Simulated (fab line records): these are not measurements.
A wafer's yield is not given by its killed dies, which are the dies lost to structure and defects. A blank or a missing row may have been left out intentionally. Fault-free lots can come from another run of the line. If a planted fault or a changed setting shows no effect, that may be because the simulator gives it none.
fab line records | flow n5-finfet | part 1 of 2: steps 1 to 26 of 39
record: lots: 5 wafers: 15 last-day: 17
route steps=1938 shown ZERO_LAYER@6 WELL_APT@20
lots that met no fault: taken from a fault-free run of the same line
start-h: the number of hours between the record's first day and the start of the first shown wafer of the lot | wait-h: hours elapsed since this lot's preceding step | " repeats the value in the row above | L1.1+2: several wafers, shown together as one row | - either no value or no given start | * or withheld: withheld | < > ~ a bound
route shown NAME@n: NAME is a module with steps in the file, n the number in the route of the first one | usual: mean/standard deviation of fault-free wafers | same: alike in all rows | chamber/n: place in a boat | sites: each site's reading | _std_site: their standard deviation | _edge_site: inner sites' mean taken away from outer sites' mean | radius-mm: for every site, how far away it sits from the centre of the wafer | mask NAME#n: copy n | behind: the most recent tool/chamber to have shaped the wafer | hold: what put the lot on hold/how long, in hours/how the hold closed | device: names the non-switching transistor (n, p or np) | end of line: the route-end tests of the same wafers | a step without rows: its recipe alone | killed: the dies lost at the first sort to structure and to defects; this is not the yield of the wafer | map: dies across one wafer; x = killed, . = not, _ = none there
set.NAME: the setting the step ran with; set.NAME@STEP: the setting that earlier step ran with | model.NAME: the simulator's own value behind a step, which no gauge read
certain route steps with their lots: each step a table, each wafer a row
services: when a tool's chamber went out of use (start-h, in hours from the record's first day, below 0 if earlier), for how many hours, and the reason
== steps ==
step: N5_ZERO_LAYER_COAT_05
recipe: spin-rpm: 1500 resist-thk-nm: 1000
columns lot.wafer tool chamber start-h wait-h
L074.1+3+5 litho-track-05 0 - -
L076.1+2+6 litho-track-01 0 - -
L086.1+4+5 litho-track-05 0 - -
L091.1+2+5 litho-track-01 0 - -
L096.1+3+6 litho-track-02 0 - -
step: N5_ZERO_LAYER_EBR_07
recipe: solvent: PGMEA ebr-width-mm: 1.5
same: ebr-width-mm: 1.5
columns lot.wafer tool chamber start-h wait-h
L074.1+3+5 litho-track-05 0 - -
L076.1+2+6 litho-track-01 0 - -
L086.1+4+5 litho-track-05 0 - -
L091.1+2+5 litho-track-01 0 - -
L096.1+3+6 litho-track-02 0 - -
step: N5_ZERO_LAYER_SOFTBAKE_06
recipe: temp-c: 100 time-s: 90
same: time-s: 90
columns lot.wafer tool chamber start-h wait-h
L074.1+3+5 litho-track-05 0 - -
L076.1+2+6 litho-track-01 0 - -
L086.1+4+5 litho-track-05 0 - -
L091.1+2+5 litho-track-01 0 - -
L096.1+3+6 litho-track-02 0 - -
step: N5_ZERO_LAYER_EXPOSE_08
recipe: mask-id: ZERO na: 0.55 source-shape: conventional sigma-outer: 0.8 polarization: unpolarized defocus-nm: 0 target-cd-nm: 2000 dose-mj: 16.2
usual: focus-offset-nm: 0.0/0.44
columns lot.wafer tool chamber start-h wait-h mask focus-offset-nm
L074.1 krf-scanner-02 0 12.50 - ZERO#0 -0.4
L074.3 " 0 " " ZERO#0 0.0
L074.5 " 0 " " ZERO#0 -0.2
L076.1 krf-scanner-02 0 24.46 - ZERO#0 -0.3
L076.2 " 0 " " ZERO#0 0.1
L076.6 " 0 " " ZERO#0 -0.8
L086.1 krf-scanner-02 0 84.49 - ZERO#0 0.3
L086.4 " 0 " " ZERO#0 0.3
L086.5 " 0 " " ZERO#0 0.2
L091.1 krf-scanner-02 0 114.50 - ZERO#0 -0.1
L091.2 " 0 " " ZERO#0 0.4
L091.5 " 0 " " ZERO#0 0.4
L096.1 krf-scanner-02 0 144.48 - ZERO#0 0.9
L096.3 " 0 " " ZERO#0 0.2
L096.6 " 0 " " ZERO#0 0.1
step: N5_ZERO_LAYER_PEB_09
recipe: peb-temp-c: withheld peb-time-s: *
columns lot.wafer tool chamber start-h wait-h
L074.1+3+5 litho-track-05 0 12.55 0.1
L076.1+2+6 litho-track-02 0 24.52 0.1
L086.1+4+5 litho-track-05 0 84.55 0.1
L091.1+2+5 litho-track-01 0 114.55 0.1
L096.1+3+6 litho-track-01 0 144.53 0.1
step: N5_ZERO_LAYER_DEVELOP_10
recipe: develop-time-s: 60 rinse-liquid: diw dry: air-spin dev-temp-c: 21
usual: developer-temp-C: 21.00/0.11
columns lot.wafer tool chamber start-h wait-h developer-temp-C
L074.1 litho-track-05 0 - - 21.20
L074.3 " 0 " " 21.21
L074.5 " 0 " " 21.06
L076.1 litho-track-02 0 - - 21.09
L076.2 " 0 " " 20.98
L076.6 " 0 " " 21.28
L086.1 litho-track-05 0 - - 21.00
L086.4 " 0 " " 21.12
L086.5 " 0 " " 20.83
L091.1 litho-track-01 0 - - 21.01
L091.2 " 0 " " 20.93
L091.5 " 0 " " 20.88
L096.1 litho-track-01 0 - - 21.02
L096.3 " 0 " " 20.92
L096.6 " 0 " " 21.05
step: N5_ZERO_LAYER_HARDBAKE_23
recipe: temp-c: 130 time-s: 120
same: time-s: 120
columns lot.wafer tool chamber start-h wait-h
L074.1+3+5 litho-track-05 0 - -
L076.1+2+6 litho-track-02 0 - -
L086.1+4+5 litho-track-05 0 - -
L091.1+2+5 litho-track-01 0 - -
L096.1+3+6 litho-track-01 0 - -
step: N5_ZERO_LAYER_CD_MEAS_11
recipe: target-cd-nm: 2000 landing-energy-ev: 500 detector: se-inlens
usual: cd-nm: 2000/3.1
columns lot.wafer tool chamber start-h wait-h cd-nm
L074.1 cd-sem-01 0 12.67 - 2000
L074.3 " 0 " " 1994
L074.5 " 0 " " 2000
L076.1 cd-sem-03 0 24.64 - 2005
L076.2 " 0 " " 2000
L076.6 " 0 " " 1999
L086.1 cd-sem-01 0 84.67 - 1999
L086.4 " 0 " " 1997
L086.5 " 0 " " 1998
L091.1 cd-sem-01 0 114.67 - 2004
L091.2 " 0 " " 2005
L091.5 " 0 " " 2003
L096.1 cd-sem-02 0 144.65 - 2003
L096.3 " 0 " " 2004
L096.6 " 0 " " 2005
step: N5_ZERO_LAYER_DESCUM_16
recipe: chemistry: O2 time-s: 7.9 source-power-w: 50 bias-power-w: 20 pressure-mtorr: 20 rf-frequency-hz: 2.712e+07 temp-c: 40 o2-flow-sccm: 225
usual: bias-power-w: 20.00/0.052 drypump-motor-current-A: 6.0/0.33 oes-product-au: 0.74/0.056 rf-vpp-V: 243.3/1.3 showerhead-plenum-p-Torr: 2.10/0.059 throttle-valve-pct: 20.46/0.26
same: time-s: 7.9
columns lot.wafer tool chamber start-h wait-h bias-power-w drypump-motor-current-A oes-product-au rf-hours-counter-h rf-vpp-V showerhead-plenum-p-Torr throttle-valve-pct
L074.1 rie-diel-05 0 12.75 0.1 19.96 5.5 0.81 145 244.4 2.08 20.39
L074.3 " 3 " " 19.94 6.1 0.77 130 244.4 2.16 20.32
L074.5 " 1 " " 19.98 5.5 0.83 - 241.8 2.04 20.63
L076.1 rie-diel-02 3 24.68 0.0 19.91 6.1 0.71 210 244.8 2.15 20.88
L076.2 " 2 " " 19.94 6.1 0.71 200 239.9 2.00 20.66
L076.6 " 2 " " 20.04 6.1 0.70 - 243.4 2.00 20.66
L086.1 rie-diel-01 1 84.84 0.2 19.92 6.2 0.80 99 242.3 2.08 19.99
L086.4 " 1 " " 20.00 6.2 0.80 - 243.1 2.08 20.00
L086.5 " 3 " " 19.94 5.9 0.78 - 242.2 2.02 20.53
L091.1 rie-diel-02 3 114.71 0.0 20.00 6.1 0.69 237 243.1 2.14 20.94
L091.2 " 2 " " 20.04 6.1 0.68 228 239.6 1.99 20.69
L091.5 " 1 " " 19.92 6.5 0.73 - 243.7 2.05 20.26
L096.1 rie-diel-05 3 144.69 0.0 19.99 6.1 0.74 169 243.7 2.15 20.38
L096.3 " 2 " " 20.04 5.7 0.90 30 244.0 2.07 20.40
L096.6 " 2 " " 20.01 5.7 0.90 - 242.4 2.07 20.41
step: N5_ZERO_LAYER_ETCH_17
recipe: chemistry: CF4 target: SiO2 target-depth-a: 120 time-s: 13.3 ion-energy-ev: 350 pressure-mtorr: 40 source-w: 450 bias-w: 215 Ar_flow_sccm: 100 cf4-flow-sccm: 100
usual: bias-w: 214.9/0.65 drypump-motor-current-A: 6.0/0.33 oes-product-au: 0.74/0.058 rf-vpp-V: 950/4.1 showerhead-plenum-p-Torr: 2.15/0.061 throttle-valve-pct: 15.75/0.26
same: time-s: 13.3
columns lot.wafer tool chamber start-h wait-h bias-w drypump-motor-current-A oes-product-au rf-hours-counter-h rf-vpp-V showerhead-plenum-p-Torr throttle-valve-pct
L074.1 rie-diel-05 0 12.78 0.0 214.6 5.5 0.77 145 950 2.13 15.71
L074.3 " 3 " " 214.9 6.1 0.75 130 955 2.21 15.56
L074.5 " 1 " " 214.2 5.5 0.85 - 944 2.07 15.70
L076.1 rie-diel-02 3 24.71 0.0 213.1 6.1 0.71 210 952 2.22 16.29
L076.2 " 2 " " 215.8 6.1 0.70 200 942 2.05 15.85
L076.6 " 2 " " 215.6 6.1 0.70 - 942 2.05 15.86
L086.1 rie-diel-01 1 84.88 0.0 213.7 6.2 0.82 99 950 2.14 15.38
L086.4 " 1 " " 215.2 6.2 0.81 - 949 2.14 15.38
L086.5 " 3 " " 213.8 5.9 0.75 - 944 2.07 15.74
L091.1 rie-diel-02 3 114.75 0.0 214.9 6.1 0.70 237 952 2.21 16.34
L091.2 " 2 " " 215.4 6.1 0.68 228 942 2.04 15.90
L091.5 " 1 " " 216.4 6.6 0.74 - 948 2.13 15.73
L096.1 rie-diel-05 3 144.73 0.0 215.4 6.1 0.73 169 954 2.20 15.64
L096.3 " 2 " " 215.2 5.7 0.90 30 947 2.10 15.32
L096.6 " 2 " " 214.7 5.7 0.91 - 945 2.10 15.35
step: N5_ZERO_LAYER_ETCH_18
recipe: chemistry: HBr/Cl2 target: Si target-depth-a: 1200 time-s: 40 pressure-mtorr: 10 icp-w: 800 bias-w: 75 HBr_flow_sccm: 150 Cl2_flow_sccm: 80
usual: bias-w: 75.02/0.23 drypump-motor-current-A: 5.6/0.38 he-backside-leak-sccm: 2.66/0.29 oes-product-au: 1.000/0.0095 throttle-valve-pct: 36.4/0.41
same: time-s: 40
columns lot.wafer tool chamber start-h wait-h bias-w drypump-motor-current-A he-backside-leak-sccm oes-product-au rf-hours-counter-h throttle-valve-pct
L074.1 rie-si-06 1 12.85 0.0 75.19 5.5 2.56 1.006 13 36.2
L074.3 " 3 " " 74.90 6.3 2.27 1.010 88 36.8
L074.5 " 1 " " 74.96 5.5 2.56 1.013 - 36.2
L076.1 rie-si-04 1 24.79 0.0 74.73 5.8 2.48 0.990 46 37.1
L076.2 " 3 " " 75.14 5.4 2.53 0.998 48 35.8
L076.6 " 0 " " 74.97 5.6 2.15 1.012 - 36.4
L086.1 rie-si-05 3 84.95 0.0 75.32 5.3 2.91 1.003 9 37.1
L086.4 " 2 " " 75.06 5.2 2.78 1.000 4 36.1
L086.5 " 2 " " 75.12 5.2 2.77 0.995 - 36.0
L091.1 rie-si-05 3 114.82 0.0 74.78 5.3 2.97 1.004 10 37.1
L091.2 " 0 " " 75.06 5.5 2.82 1.004 6 36.2
L091.5 " 3 " " 74.72 5.3 2.57 1.012 - 37.1
L096.1 rie-si-05 3 144.80 0.0 75.00 5.3 3.05 1.000 11 37.1
L096.3 " 0 " " 74.89 5.5 2.82 1.006 6 36.2
L096.6 " 1 " " 75.08 5.5 2.98 1.001 - 36.1
step: N5_ZERO_LAYER_STRIP_24
recipe: chemistry: O2 power-w: 1000 temp-c: 250 overash-fraction: 0.3 pressure-mtorr: 1000 o2-flow-sccm: 6750
usual: drypump-motor-current-A: 5.50/0.18 heater-power-w: 306/17 oes-product-au: 0.647/0.0037 strip-time-to-endpoint-s: 43.86/0.09
columns lot.wafer tool chamber start-h wait-h drypump-motor-current-A heater-power-w oes-product-au rf-hours-counter-h strip-time-to-endpoint-s
L074.1 plasma-asher-01 0 12.96 0.1 5.69 276 0.647 24 43.93
L074.3 " 1 " " 5.50 303 0.643 - 43.91
L074.5 " 1 " " 5.50 306 0.647 - 43.85
L076.1 plasma-asher-01 1 24.89 0.1 5.49 310 0.651 26 43.84
L076.2 " 0 " " 5.63 280 0.645 26 43.80
L076.6 " 1 " " 5.48 301 0.645 - 43.85
L086.1 plasma-asher-01 0 85.05 0.1 5.64 278 0.643 39 43.80
L086.4 " 0 " " 5.67 285 0.642 - 43.84
L086.5 " 1 " " 5.50 314 0.641 - 43.78
L091.1 plasma-asher-02 0 114.92 0.1 5.18 314 0.657 95 43.98
L091.2 " 1 " " 5.65 319 0.645 95 43.89
L091.5 " 1 " " 5.62 323 0.649 - 43.91
L096.1 plasma-asher-01 0 144.91 0.1 5.64 292 0.644 50 44.00
L096.3 " 0 " " 5.63 277 0.647 - 43.93
L096.6 " 1 " " 5.49 311 0.651 - 43.99
step: N5_ZERO_LAYER_STRIP_19
recipe: chemistry: SPM time-s: 900 temp-c: 130 h2so4-h2o2-vol-ratio: 4 dry: ipa-marangoni
same: time-s: 900
columns lot.wafer tool chamber start-h wait-h
L074.1+3+5 wet-bench-04 1,6,3 13.04 0.1
L076.1+2+6 wet-bench-05 6,0,2 24.98 0.1
L086.1+4+5 wet-bench-04 4,2,7 85.14 0.1
L091.1+2+5 wet-bench-05 3,0,5 115.01 0.1
L096.1+3+6 wet-bench-02 7,6,3 144.99 0.1
step: N5_ZERO_LAYER_INSPECT_20
recipe: inspect-instrument: darkfield mode: post-clean
usual: raw-defect-count: 38/19
columns lot.wafer tool chamber start-h wait-h raw-defect-count
L074.1 defect-inspect-01 - 13.32 0.0 57
L074.3 " - " " 116
L074.5 " - " " 48
L076.1 defect-inspect-01 - 25.25 0.0 25
L076.2 " - " " 38
L076.6 " - " " 28
L086.1 defect-inspect-02 - 85.42 0.0 38
L086.4 " - " " 65
L086.5 " - " " 107
L091.1 defect-inspect-01 - 115.28 0.0 17
L091.2 " - " " 34
L091.5 " - " " 34
L096.1 defect-inspect-01 - 145.27 0.0 43
L096.3 " - " " 53
L096.6 " - " " 31
step: N5_WELL_APT_HMDS_01
recipe: time-s: 60 temp-c: 120
same: time-s: 60
columns lot.wafer tool chamber start-h wait-h
L074.1+3+5 litho-track-02 0 13.35 0.0
L076.1+2+6 litho-track-03 0 25.28 0.0
L086.1+4+5 litho-track-03 0 85.45 0.0
L091.1+2+5 litho-track-02 0 115.32 0.0
L096.1+3+6 litho-track-03 0 145.30 0.0
step: N5_WELL_APT_COAT_02
recipe: spin-rpm: 1357 resist-thk-nm: 950
columns lot.wafer tool chamber start-h wait-h
L074.1+3+5 litho-track-02 0 - -
L076.1+2+6 litho-track-03 0 - -
L086.1+4+5 litho-track-03 0 - -
L091.1+2+5 litho-track-02 0 - -
L096.1+3+6 litho-track-03 0 - -
step: N5_WELL_APT_EBR_04
recipe: solvent: PGMEA ebr-width-mm: 1.5
same: ebr-width-mm: 1.5
columns lot.wafer tool chamber start-h wait-h
L074.1+3+5 litho-track-02 0 - -
L076.1+2+6 litho-track-03 0 - -
L086.1+4+5 litho-track-03 0 - -
L091.1+2+5 litho-track-02 0 - -
L096.1+3+6 litho-track-03 0 - -
step: N5_WELL_APT_SOFTBAKE_03
recipe: temp-c: 130 time-s: 60
same: time-s: 60
columns lot.wafer tool chamber start-h wait-h
L074.1+3+5 litho-track-02 0 - -
L076.1+2+6 litho-track-03 0 - -
L086.1+4+5 litho-track-03 0 - -
L091.1+2+5 litho-track-02 0 - -
L096.1+3+6 litho-track-03 0 - -
step: N5_WELL_APT_EXPOSE_05
recipe: mask-id: NWELL na: 0.8 source-shape: conventional sigma-outer: 0.8 polarization: unpolarized defocus-nm: 0 target-cd-nm: 200 dose-mj: 20.3
usual: focus-offset-nm: -0.1/0.51
columns lot.wafer tool chamber start-h wait-h mask focus-offset-nm
L074.1 krf-scanner-02 0 13.45 - NWELL#0 -0.1
L074.3 " 0 " " NWELL#0 -1.0
L074.5 " 0 " " NWELL#0 -0.7
L076.1 krf-scanner-02 0 25.51 - NWELL#0 -0.2
L076.2 " 0 " " NWELL#0 -0.7
L076.6 " 0 " " NWELL#0 -0.6
L086.1 krf-scanner-02 0 85.55 - NWELL#0 -0.4
L086.4 " 0 " " NWELL#0 -0.7
L086.5 " 0 " " NWELL#0 -0.5
L091.1 krf-scanner-02 0 115.42 - NWELL#0 0.5
L091.2 " 0 " " NWELL#0 0.5
L091.5 " 0 " " NWELL#0 0.4
L096.1 krf-scanner-01 0 145.40 - NWELL#0 0.1
L096.3 " 0 " " NWELL#0 -0.3
L096.6 " 0 " " NWELL#0 0.1
step: N5_WELL_APT_PEB_06
recipe: peb-temp-c: 130 peb-time-s: 90
columns lot.wafer tool chamber start-h wait-h
L074.1+3+5 litho-track-02 0 13.51 0.1
L076.1+2+6 litho-track-04 0 25.57 0.1
L086.1+4+5 litho-track-02 0 85.60 0.1
L091.1+2+5 litho-track-03 0 115.47 0.1
L096.1+3+6 litho-track-04 0 145.46 0.1
step: N5_WELL_APT_DEVELOP_07
recipe: develop-time-s: 45 rinse-liquid: surfactant-rinse dry: air-spin dev-temp-c: 21
usual: developer-temp-C: 21.01/0.1
columns lot.wafer tool chamber start-h wait-h developer-temp-C
L074.1 litho-track-02 0 - - 20.89
L074.3 " 0 " " 21.03
L074.5 " 0 " " 20.89
L076.1 litho-track-04 0 - - 20.97
L076.2 " 0 " " 20.95
L076.6 " 0 " " 20.98
L086.1 litho-track-02 0 - - 20.87
L086.4 " 0 " " 20.91
L086.5 " 0 " " 21.06
L091.1 litho-track-03 0 - - 21.11
L091.2 " 0 " " 21.09
L091.5 " 0 " " 21.16
L096.1 litho-track-04 0 - - 20.98
L096.3 " 0 " " 20.96
L096.6 " 0 " " 20.91
step: N5_WELL_APT_HARDBAKE_12
recipe: temp-c: 130 time-s: 120
same: time-s: 120
columns lot.wafer tool chamber start-h wait-h
L074.1+3+5 litho-track-02 0 - -
L076.1+2+6 litho-track-04 0 - -
L086.1+4+5 litho-track-02 0 - -
L091.1+2+5 litho-track-03 0 - -
L096.1+3+6 litho-track-04 0 - -
step: N5_WELL_APT_CD_MEAS_08
recipe: target-cd-nm: 200 landing-energy-ev: 500 detector: se-inlens
usual: cd-nm: 200.6/2.1
columns lot.wafer tool chamber start-h wait-h cd-nm
L074.1 cd-sem-02 0 13.62 - 203.8
L074.3 " 0 " " 202.6
L074.5 " 0 " " 205.2
L076.1 cd-sem-02 0 25.68 - 199.4
L076.2 " 0 " " 200.9
L076.6 " 0 " " 196.5
L086.1 cd-sem-02 0 85.72 - 202.9
L086.4 " 0 " " 202.4
L086.5 " 0 " " 201.6
L091.1 cd-sem-02 0 115.59 - 198.8
L091.2 " 0 " " 199.8
L091.5 " 0 " " 198.0
L096.1 cd-sem-02 0 145.57 - 200.6
L096.3 " 0 " " 203.4
L096.6 " 0 " " 196.6
step: N5_WELL_APT_OVL_MEAS_09
recipe: points-per-wafer: 44
usual: NWELL_OVL: 0/6.3
columns lot.wafer tool chamber start-h wait-h NWELL_OVL[nm]
L074.1 overlay-01 0 13.65 0.0 -12
L074.3 " 0 " " -2
L074.5 " 0 " " -1
L076.1 overlay-02 0 25.71 0.0 0
L076.2 " 0 " " -6
L076.6 " 0 " " 0
L086.1 overlay-02 0 85.75 0.0 10
L086.4 " 0 " " -6
L086.5 " 0 " " 5
L091.1 overlay-02 0 115.62 0.0 7
L091.2 " 0 " " 4
L091.5 " 0 " " 4
L096.1 overlay-01 0 145.60 0.0 8
L096.3 " 0 " " 7
L096.6 " 0 " " 0
step: N5_WELL_APT_INSPECT_10
recipe: mode: adi inspect-instrument: macro
usual: raw-defect-count: 2.1/1.4
columns lot.wafer tool chamber start-h wait-h raw-defect-count
L074.1 defect-inspect-01 - 13.67 0.0 3
L074.3 " - " " 1
L074.5 " - " " 2
L076.1 defect-inspect-01 - 25.73 0.0 3
L076.2 " - " " 6
L076.6 " - " " 3
L086.1 defect-inspect-02 - 85.77 0.0 2
L086.4 " - " " 3
L086.5 " - " " 2
L091.1 defect-inspect-01 - 115.64 0.0 2
L091.2 " - " " 0
L091.5 " - " " 2
L096.1 defect-inspect-02 - 145.62 0.0 2
L096.3 " - " " 2
L096.6 " - " " 2
step: N5_WELL_APT_DESCUM_13
recipe: chemistry: O2 time-s: 7.9 source-power-w: 50 bias-power-w: 20 pressure-mtorr: 20 rf-frequency-hz: 2.712e+07 temp-c: 40 o2-flow-sccm: 225
usual: bias-power-w: 20.00/0.063 drypump-motor-current-A: 6.0/0.38 oes-product-au: 0.76/0.075 rf-vpp-V: 243.3/1.5 showerhead-plenum-p-Torr: 2.11/0.072 throttle-valve-pct: 20.44/0.2
same: time-s: 7.9
columns lot.wafer tool chamber start-h wait-h bias-power-w drypump-motor-current-A oes-product-au rf-hours-counter-h rf-vpp-V showerhead-plenum-p-Torr throttle-valve-pct
L074.1 rie-diel-04 2 13.74 0.1 19.95 5.5 0.95 2 241.1 2.08 20.29
L074.3 " 0 " " 20.02 6.0 0.76 137 241.3 2.00 20.15
L074.5 " 2 " " 20.04 5.5 0.95 - 242.8 2.08 20.30
L076.1 rie-diel-04 2 25.77 0.0 19.99 5.5 0.93 6 241.3 2.07 20.30
L076.2 " 0 " " 20.02 6.0 0.76 141 243.4 2.00 20.16
L076.6 " 0 " " 19.95 6.0 0.76 - 240.7 2.00 20.15
L086.1 rie-diel-04 2 85.81 0.0 19.88 5.5 0.88 27 242.3 2.07 20.33
L086.4 " 1 " " 19.94 6.6 0.77 169 245.0 2.17 20.42
L086.5 " 3 " " 20.09 6.3 0.74 - 244.7 2.18 20.38
L091.1 rie-diel-04 0 115.87 0.2 19.91 6.0 0.74 170 242.1 1.99 20.20
L091.2 " 1 " " 20.04 6.6 0.75 178 244.5 2.16 20.42
L091.5 " 0 " " 19.81 6.0 0.73 - 240.9 1.99 20.20
L096.1 rie-diel-04 2 145.66 0.0 20.00 5.5 0.85 45 243.1 2.06 20.35
L096.3 " 1 " " 20.08 6.6 0.74 188 245.5 2.16 20.45
L096.6 " 1 " " 20.02 6.6 0.74 - 245.1 2.16 20.44
